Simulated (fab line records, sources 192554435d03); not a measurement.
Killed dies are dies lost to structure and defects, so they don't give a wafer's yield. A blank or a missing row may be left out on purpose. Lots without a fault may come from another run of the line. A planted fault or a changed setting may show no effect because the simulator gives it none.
Split-lot experiment | flow n5_finfet | 7 lots, 39 wafers read, on a route of 1938 steps

THE SPLIT
At N5_BEOL_M3_ETCH_41 (etches SiCN in CH3F/O2, target depth 29.9 nm, time 52.5 s), the setting target_depth_a was moved away from the recipe's 299 angstrom on 15 of the 39 wafers read, by -57.2% to +44.4%. The other wafers ran this setting at the recipe's value.

The reading is taken at the split's own step.

THE READING
etch.depth_nm (the simulator's own value, which no gauge read), in nm, at N5_BEOL_M3_ETCH_41 (etches SiCN in CH3F/O2, target depth 29.9 nm, time 52.5 s). The file gives no usual value for it. The 24 wafers here that ran the recipe average 19.976 nm, standard deviation 0.43 nm.

wafer  | tool, chamber at the split | target_depth_a as run, angstrom | against the recipe | etch.depth_nm, nm | against lot-mates on the recipe
L074.1 | rie_diel-06, 1             | 299                             | recipe             | 19.96             | -
L074.2 | rie_diel-06, 2             | 299                             | recipe             | 20.21             | -
L074.3 | rie_diel-06, 0             | 371.1                           | +24.1%             | 24.8              | +4.740
L074.4 | rie_diel-06, 3             | 371.1                           | +24.1%             | 24.95             | +4.890
L074.5 | rie_diel-06, 2             | 371.1                           | +24.1%             | 25.16             | +5.100
L074.6 | rie_diel-06, 1             | 299                             | recipe             | 20.01             | -
L075.1 | rie_diel-06, 3             | 299                             | recipe             | 20.38             | -
L075.2 | rie_diel-06, 1             | 299                             | recipe             | 20.12             | -
L075.3 | rie_diel-06, 0             | 361.5                           | +20.9%             | 24.26             | +3.920
L075.4 | rie_diel-06, 2             | 299                             | recipe             | 20.52             | -
L075.5 | rie_diel-06, 2             | 361.5                           | +20.9%             | 24.73             | +4.390
L075.6 | rie_diel-06, 1             | 361.5                           | +20.9%             | 24.16             | +3.820
L083.1 | rie_diel-03, 3             | 299                             | recipe             | 19.94             | -
L083.2 | rie_diel-03, 1             | 299                             | recipe             | 19.01             | -
L083.3 | rie_diel-03, 0             | 299                             | recipe             | 20.27             | -
L083.4 | rie_diel-03, 2             | 299                             | recipe             | 20.01             | -
L083.5 | rie_diel-03, 3             | 299                             | recipe             | 19.92             | -
L083.6 | rie_diel-03, 0             | 299                             | recipe             | 20.2              | -
L084.2 | rie_diel-03, 0             | 299                             | recipe             | 20.53             | -
L084.3 | rie_diel-03, 1             | 299                             | recipe             | 19.2              | -
L084.6 | rie_diel-03, 3             | 299                             | recipe             | 20.18             | -
L087.1 | rie_diel-06, 1             | 299                             | recipe             | 19.81             | -
L087.2 | rie_diel-06, 0             | 431.7                           | +44.4%             | 28.25             | +8.013
L087.3 | rie_diel-06, 3             | 431.7                           | +44.4%             | 28.61             | +8.373
L087.4 | rie_diel-06, 2             | 299                             | recipe             | 20.41             | -
L087.5 | rie_diel-06, 2             | 299                             | recipe             | 20.49             | -
L087.6 | rie_diel-06, 1             | 431.7                           | +44.4%             | 28.36             | +8.123
L096.1 | rie_diel-03, 3             | 354.6                           | +18.6%             | 23.85             | +4.137
L096.2 | rie_diel-03, 1             | 299                             | recipe             | 18.97             | -
L096.3 | rie_diel-03, 0             | 299                             | recipe             | 20.27             | -
L096.4 | rie_diel-03, 2             | 354.6                           | +18.6%             | 23.81             | +4.097
L096.5 | rie_diel-03, 2             | 354.6                           | +18.6%             | 24.04             | +4.327
L096.6 | rie_diel-03, 3             | 299                             | recipe             | 19.9              | -
L097.1 | rie_diel-05, 0             | 299                             | recipe             | 19.81             | -
L097.2 | rie_diel-05, 1             | 299                             | recipe             | 19.85             | -
L097.3 | rie_diel-05, 2             | 128                             | -57.2%             | 8.363             | -11.344
L097.4 | rie_diel-05, 3             | 128                             | -57.2%             | 8.818             | -10.889
L097.5 | rie_diel-05, 2             | 299                             | recipe             | 19.46             | -
L097.6 | rie_diel-05, 3             | 128                             | -57.2%             | 8.834             | -10.873

THE FIT
A straight line over all 39 wafers: etch.depth_nm changes by +0.198 nm for each +1% of target_depth_a; r = +1.00; the points scatter about the line by 0.4 nm.
The same after taking each lot's own level away (the mean of its wafers on the recipe; 39 wafers): +0.193 nm for each +1%; r = +1.00; scatter 0.39 nm.
On that fit, the largest move of target_depth_a shifts the reading by 11 nm.
The lots' own levels span 19.7067 to 20.3400 nm, that is 1.5 times the standard deviation above.
So the lot-to-lot level changes the slope little: the two slopes agree.
Check: with one of the wafers moved furthest among these (-57.2%) left out of the fit, the line predicts -10.9 nm for it against its lot-mates. It came out at -11.3 nm against them.

OTHER SPLITS ON THESE WAFERS
These wafers also went through other splits before the reading. Each is held against what the fit with the lots' levels taken away leaves over:
other split on the same wafers              | wafers away from the commonest value | r with etch.depth_nm (lot level and that fit taken away)
N5_FIN_SAQP_HM_DEP_03 time_s                | 12                                   | +0.35
N5_SD_EPI_N_DESCUM_14 time_s                | 18                                   | -0.29
N5_SD_EPI_N_ETCH_45 target_depth_a          | 15                                   | -0.18
N5_MOL_CONTACT_COAG_ALD_27 time_s           | 12                                   | -0.12
N5_MOL_CONTACT_COAG_ETCH_124 target_depth_a | 9                                    | +0.11

THE FILE'S OWN FIT
etch.depth_nm changes by +0.193 nm for each +1% of target_depth_a, r = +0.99.
